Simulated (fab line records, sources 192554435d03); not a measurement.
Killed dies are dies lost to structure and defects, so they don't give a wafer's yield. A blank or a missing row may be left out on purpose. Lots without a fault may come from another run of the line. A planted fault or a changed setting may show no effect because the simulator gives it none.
Chamber matching | flow n5_finfet | N5_BEOL_M0_PRE_CLEAN_131 on cvd_co-01: 3 sister chambers
The step time 15 s. 30 wafers are shown with their chamber, then 12 later ones without.

WAFERS WITH THEIR CHAMBER
wafer  | chamber | heater_power_w (W) | heater_power_outer_w (W)
L075.3 | 1       | 58                 | 12
L075.4 | 2       | 56                 | 2
L075.6 | 1       | 59                 | 12
L078.2 | 0       | 134                | 41
L078.4 | 2       | 55                 | 2
L078.5 | 1       | 59                 | 12
L081.1 | 2       | 56                 | 2
L081.2 | 1       | 59                 | 13
L081.5 | 0       | 136                | 41
L082.1 | 2       | 56                 | 2
L082.4 | 1       | 60                 | 12
L082.5 | 2       | 56                 | 2
L083.1 | 2       | 55                 | 3
L083.2 | 0       | 135                | 41
L083.5 | 2       | 58                 | 2
L085.2 | 2       | 56                 | 3
L085.4 | 0       | 133                | 42
L085.6 | 1       | 60                 | 13
L086.1 | 0       | 134                | 41
L086.2 | 1       | 62                 | 13
L086.4 | 2       | 56                 | 3
L084.1 | 0       | 133                | 41
L084.5 | 1       | 60                 | 12
L084.6 | 2       | 57                 | 3
L087.1 | 0       | 135                | 42
L087.2 | 2       | 56                 | 3
L087.6 | 0       | 133                | 42
L090.2 | 1       | 61                 | 13
L090.3 | 2       | 57                 | 3
L090.4 | 2       | 57                 | 3

SIGNATURES (means of the wafers above)
reading              | chamber 0 | chamber 1 | chamber 2 | scatter within a chamber
heater_power_w       | 134.12    | 59.78     | 56.23     | 1.03
heater_power_outer_w | 41.38     | 12.44     | 2.54      | 0.521
Rule: a wafer's distance from a chamber is the root of the sum, over the readings, of the square of ((its reading less the chamber's mean) divided by the reading's scatter). The wafer belongs to the nearest chamber; if the next one is less than 2 further off, it can't be placed. The scatter: the root of (the sum of the squares of (reading less its chamber's mean) over the shown wafers, divided by (wafers less chambers)).

WAFERS WITHOUT THEIR CHAMBER
wafer  | heater_power_w (W) | heater_power_outer_w (W)
L093.1 | 58                 | 3
L093.2 | 61                 | 13
L093.3 | 131                | 41
L095.2 | 58                 | 3
L095.4 | 61                 | 13
L095.5 | 58                 | 3
L096.1 | 61                 | 13
L096.2 | 137                | 40
L096.4 | 59                 | 13
L097.4 | 60                 | 13
L097.5 | 135                | 42
L097.6 | 57                 | 3

WHICH CHAMBER EACH WENT THROUGH
wafer  | from the rows above | in truth
L093.1 | 2                   | 2
L093.2 | 1                   | 1
L093.3 | 0                   | 0
L095.2 | 2                   | 2
L095.4 | 1                   | 1
L095.5 | 2                   | 2
L096.1 | 1                   | 1
L096.2 | 0                   | 0
L096.4 | 1                   | 1
L097.4 | 1                   | 1
L097.5 | 0                   | 0
L097.6 | 2                   | 2
Placed correctly: 12 of 12. Can't be placed from these rows: 0. Placed wrongly: 0.
